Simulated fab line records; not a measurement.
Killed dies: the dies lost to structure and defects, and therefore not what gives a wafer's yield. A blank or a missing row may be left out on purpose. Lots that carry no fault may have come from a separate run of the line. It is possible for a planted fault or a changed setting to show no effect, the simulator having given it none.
The tool behind it: which one? :: flow nand harc :: Sampling: 13 lots, 39 wafers, 5 of 1302 route steps

== WHAT THE GAUGES SHOWED, per wafer ==
NHARC_A_BONDPAD_THK_MEAS_20: measures by xrf. Usual: thk nm reads 169.5 nm (standard deviation 1.4).
lot: L350
measured: day 26 06:02
on: film metro-01
thk nm (nm): 169.2 171.8 171.1
flag: 

lot: L352
measured: day 27 09:08
on: film metro-01
thk nm (nm): 170.7 168.3 169.5
flag: 

lot: L351
measured: day 27 21:01
on: film metro-02
thk nm (nm): 171.8 170.0 169.5
flag: 

lot: L354
measured: day 28 05:20
on: film metro-02
thk nm (nm): 170.0 168.6 167.3
flag: 

lot: L358
measured: day 29 13:07
on: film metro-01
thk nm (nm): 168.0 170.3 172.1
flag: 

lot: L359
measured: day 29 13:26
on: film metro-02
thk nm (nm): 169.5 168.4 171.1
flag: 

lot: L357
measured: day 29 18:58
on: film metro-01
thk nm (nm): 167.8 169.9 170.8
flag: 

lot: L360
measured: day 30 16:49
on: film metro-02
thk nm (nm): 169.9 168.9 168.5
flag: 

lot: L361
measured: day 31 05:40
on: film metro-01
thk nm (nm): 170.6 170.4 170.1
flag: 

lot: L362
measured: day 31 06:52
on: film metro-02
thk nm (nm): 169.5 168.0 171.9
flag: 

lot: L363
measured: day 31 20:56
on: film metro-02
thk nm (nm): 167.8 171.0 171.3
flag: 

lot: L364
measured: day 32 15:58
on: film metro-02
thk nm (nm): 168.8 168.4 168.3
flag: 

lot: L365
measured: day 32 17:05
on: film metro-02
thk nm (nm): 168.9 170.2 167.9
flag: 

NHARC_A_BONDPAD_INSPECT_23. Usual: raw defect count reads 560 (standard deviation 140).
lot: L350
measured: day 26 06:17
on: defect inspect-02
raw defect count: 438 444 481
flag: 

lot: L352
measured: day 27 09:20
on: defect inspect-02
raw defect count: 714 493 582
flag: 

lot: L351
measured: day 27 21:13
on: defect inspect-02
raw defect count: 787 925 656
flag: 

lot: L354
measured: day 28 05:32
on: defect inspect-02
raw defect count: 367 406 411
flag: 

lot: L358
measured: day 29 13:21
on: defect inspect-02
raw defect count: 948 678 727
flag: 

lot: L359
measured: day 29 13:38
on: defect inspect-01
raw defect count: 399 707 711
flag: 

lot: L357
measured: day 29 19:12
on: defect inspect-01
raw defect count: 458 380 440
flag: 

lot: L360
measured: day 30 17:02
on: defect inspect-02
raw defect count: 523 690 499
flag: 

lot: L361
measured: day 31 05:52
on: defect inspect-01
raw defect count: 555 464 530
flag: 

lot: L362
measured: day 31 07:05
on: defect inspect-01
raw defect count: 565 543 550
flag: 

lot: L363
measured: day 31 21:08
on: defect inspect-01
raw defect count: 529 414 460
flag: 

lot: L364
measured: day 32 16:10
on: defect inspect-01
raw defect count: 468 433 537
flag: 

lot: L365
measured: day 32 17:17
on: defect inspect-01
raw defect count: 731 461 563
flag: 

NHARC_END_SORT_01. Usual: defect limited yield 91 %, standard deviation 3; killed at array 54, standard deviation 21; killed at other 1.0, standard deviation 1.2; killed at periphery 3.6, standard deviation 2.6; killed dies 58, standard deviation 20; killed open 3.3, standard deviation 1.9; killed short 2.6, standard deviation 1.5; sort_bin_2_pct 3.1 %, standard deviation 1.4; sort_bin_3_pct 0.6 %, standard deviation 0.37; sort_bin_4_pct 4.9 %, standard deviation 1.6; sort n pass 619, standard deviation 20; sort rim yield pct 91 %, standard deviation 4.3; sort yield pct 91 %, standard deviation 3.
lot: L352
measured: day 28 12:35
on: prober-01
defect limited yield (%): 0 0 0
killed at array: 35 36 37
killed at other: 639 637 637
killed at periphery: 3 4 3
killed dies: 677 677 677
killed open: 8 4 4
killed short: 3 1 3
sort_bin_2_pct (%): 95.6 94.8 96.2
sort_bin_3_pct (%): 0.4 0.3 0.3
sort_bin_4_pct (%): 4.0 4.9 3.5
sort n pass: 0 0 0
sort rim yield pct (%): 0 0 0
sort yield pct (%): 0 0 0
flag: OFF

lot: L351
measured: day 29 05:36
on: prober-01
defect limited yield (%): 0 0 0
killed at array: 81 81 64
killed at other: 593 592 608
killed at periphery: 3 4 5
killed dies: 677 677 677
killed open: 3 7 5
killed short: 2 1 2
sort_bin_2_pct (%): 91.9 92.0 92.6
sort_bin_3_pct (%): 0.4 0.7 1.5
sort_bin_4_pct (%): 7.7 7.2 5.9
sort n pass: 0 0 0
sort rim yield pct (%): 0 0 0
sort yield pct (%): 0 0 0
flag: OFF

lot: L354
measured: day 29 15:25
on: prober-02
defect limited yield (%): 0 0 0
killed at array: 20 24 22
killed at other: 654 645 649
killed at periphery: 3 8 6
killed dies: 677 677 677
killed open: 3 2 6
killed short: 0 3 5
sort_bin_2_pct (%): 97.8 96.5 97.3
sort_bin_3_pct (%): 0.1 0.4 0.1
sort_bin_4_pct (%): 2.1 3.1 2.5
sort n pass: 0 0 0
sort rim yield pct (%): 0 0 0
sort yield pct (%): 0 0 0
flag: OFF

== WHAT TOOL EACH LOT RAN ON (gives the tool, then ch and the chambers of the sampled wafers, and finally the start) ==
lot: L350
NHARC_THIN_TSV_DEGAS_53: pvd sputter-01, day 27 01:40
NHARC_THIN_TSV_ETCH_36: rie metal-03 ch 0,1, day 27 03:22

lot: L352
NHARC_THIN_TSV_DEGAS_53: pvd sputter-02, day 28 02:39
NHARC_THIN_TSV_ETCH_36: rie metal-01 ch 1, day 28 04:19

lot: L351
NHARC_THIN_TSV_DEGAS_53: pvd sputter-02, day 28 14:46
NHARC_THIN_TSV_ETCH_36: rie metal-02 ch 0,1, day 28 16:20

lot: L354
NHARC_THIN_TSV_DEGAS_53: pvd sputter-01, day 29 04:45
NHARC_THIN_TSV_ETCH_36: rie metal-03 ch 0,1, day 29 06:27

lot: L358
NHARC_THIN_TSV_DEGAS_53: pvd sputter-01, day 30 08:52
NHARC_THIN_TSV_ETCH_36: rie metal-02 ch 0,1, day 30 10:38

lot: L359
NHARC_THIN_TSV_DEGAS_53: pvd sputter-02, day 30 08:08
NHARC_THIN_TSV_ETCH_36: rie metal-03 ch 0,1, day 30 09:50

lot: L357
NHARC_THIN_TSV_DEGAS_53: pvd sputter-01, day 30 13:05
NHARC_THIN_TSV_ETCH_36: rie metal-03 ch 1, day 30 14:50

lot: L360
NHARC_THIN_TSV_DEGAS_53: pvd sputter-02, day 31 10:22
NHARC_THIN_TSV_ETCH_36: rie metal-02 ch 0,1, day 31 11:56

lot: L361
NHARC_THIN_TSV_DEGAS_53: pvd sputter-02, day 32 08:44
NHARC_THIN_TSV_ETCH_36: rie metal-03 ch 0,1, day 32 10:25

lot: L362
NHARC_THIN_TSV_DEGAS_53: pvd sputter-01, day 32 09:19
NHARC_THIN_TSV_ETCH_36: rie metal-02 ch 0,1, day 32 11:00

lot: L363
NHARC_THIN_TSV_DEGAS_53: pvd sputter-02, day 32 16:25
NHARC_THIN_TSV_ETCH_36: rie metal-01 ch 0,1, day 32 18:07

lot: L364
NHARC_THIN_TSV_DEGAS_53: pvd sputter-03, day 33 11:20
NHARC_THIN_TSV_ETCH_36: rie metal-02 ch 0,1, day 33 13:01

lot: L365
NHARC_THIN_TSV_DEGAS_53: pvd sputter-03, day 33 10:05
NHARC_THIN_TSV_ETCH_36: rie metal-01 ch 0,1, day 33 11:47
- NHARC_THIN_TSV_DEGAS_53: time 60 s.
- NHARC_THIN_TSV_ETCH_36: etches the open film in Cl2/BCl3, target depth 65 nm, time 18.571 s.

== AS READ BY THE TOOLS THEMSELVES (means over the sampled wafers that have a number; for cases with no such wafer, the mark the record gives instead) ==
NHARC_THIN_TSV_DEGAS_53. Usual: heater power w reads 461 W (standard deviation 51).
lot: L350
tool: pvd sputter-01
heater power w (W): 454
flag: 

lot: L352
tool: pvd sputter-02
heater power w (W): 479
flag: 

lot: L351
tool: pvd sputter-02
heater power w (W): 472
flag: 

lot: L354
tool: pvd sputter-01
heater power w (W): 443
flag: 

lot: L358
tool: pvd sputter-01
heater power w (W): 438
flag: 

lot: L359
tool: pvd sputter-02
heater power w (W): 482
flag: 

lot: L357
tool: pvd sputter-01
heater power w (W): 405
flag: 

lot: L360
tool: pvd sputter-02
heater power w (W): 490
flag: 

lot: L361
tool: pvd sputter-02
heater power w (W): 488
flag: 

lot: L362
tool: pvd sputter-01
heater power w (W): 402
flag: 

lot: L363
tool: pvd sputter-02
heater power w (W): 466
flag: 

lot: L364
tool: pvd sputter-03
heater power w (W): 474
flag: 

lot: L365
tool: pvd sputter-03
heater power w (W): 476
flag: 

NHARC_THIN_TSV_ETCH_36. Usual: chamber pressure mTorr 10.000 mTorr, standard deviation 0.0095; drypump motor current A 5.6 A, standard deviation 0.46; oes product au 1.001 a.u., standard deviation 0.0096.
lot: L350
tool: rie metal-03
chamber pressure mTorr (mTorr): 10.008
drypump motor current A (A): 5.2
oes product au (a.u.): 1.001
flag: 

lot: L352
tool: rie metal-01
chamber pressure mTorr (mTorr): -
drypump motor current A (A): -
oes product au (a.u.): -
flag: OFF

lot: L351
tool: rie metal-02
chamber pressure mTorr (mTorr): -
drypump motor current A (A): -
oes product au (a.u.): -
flag: OFF

lot: L354
tool: rie metal-03
chamber pressure mTorr (mTorr): -
drypump motor current A (A): -
oes product au (a.u.): -
flag: OFF

lot: L358
tool: rie metal-02
chamber pressure mTorr (mTorr): 10.005
drypump motor current A (A): 5.9
oes product au (a.u.): 0.985
flag: 

lot: L359
tool: rie metal-03
chamber pressure mTorr (mTorr): 10.016
drypump motor current A (A): 5.2
oes product au (a.u.): 1.007
flag: 

lot: L357
tool: rie metal-03
chamber pressure mTorr (mTorr): 9.986
drypump motor current A (A): 5.9
oes product au (a.u.): 1.011
flag: 

lot: L360
tool: rie metal-02
chamber pressure mTorr (mTorr): 9.993
drypump motor current A (A): 6.0
oes product au (a.u.): 1.002
flag: 

lot: L361
tool: rie metal-03
chamber pressure mTorr (mTorr): 9.994
drypump motor current A (A): 5.2
oes product au (a.u.): 1.002
flag: 

lot: L362
tool: rie metal-02
chamber pressure mTorr (mTorr): 10.000
drypump motor current A (A): 6.0
oes product au (a.u.): 0.993
flag: 

lot: L363
tool: rie metal-01
chamber pressure mTorr (mTorr): 9.995
drypump motor current A (A): 5.5
oes product au (a.u.): 1.002
flag: 

lot: L364
tool: rie metal-02
chamber pressure mTorr (mTorr): 9.997
drypump motor current A (A): 6.1
oes product au (a.u.): 0.993
flag: 

lot: L365
tool: rie metal-01
chamber pressure mTorr (mTorr): 10.003
drypump motor current A (A): 5.5
oes product au (a.u.): 1.011
flag: 

== THE ANSWER, worked out from the rows above alone ==
Rule: take the mean of a lot's wafers that have a number; if it is more than 3 standard deviations from the usual mean, the lot is off. A lot without any number at a reading at which 4 lots or more have one is off too. Any other lot the step has rows for is counted as sound. The gauges are gone through in route order, then the tools' own readings, and for those a lot's mean is taken as printed above. At the first step where some lot is off, the reading lying furthest off is the one used; lots without a number count as furthest.
Off: L352, L351, L354, at NHARC_END_SORT_01 (killed at other). Neither off nor sound, because the step has no rows for them: L350, L358, L359, L357, L360, L361, L362, L363, L364, L365.
A tool fits if, at a process step before that reading, it ran every lot that is off, and no sound lot after the first of them. Not tried: the gauges at NHARC_END_SORT_01; whatever is off there is also off at NHARC_THIN_TSV_ETCH_36, on other tools, and gauge error can't account for it. None of those tried fits.

== WHAT THE SIMULATOR HAD INSERTED ==
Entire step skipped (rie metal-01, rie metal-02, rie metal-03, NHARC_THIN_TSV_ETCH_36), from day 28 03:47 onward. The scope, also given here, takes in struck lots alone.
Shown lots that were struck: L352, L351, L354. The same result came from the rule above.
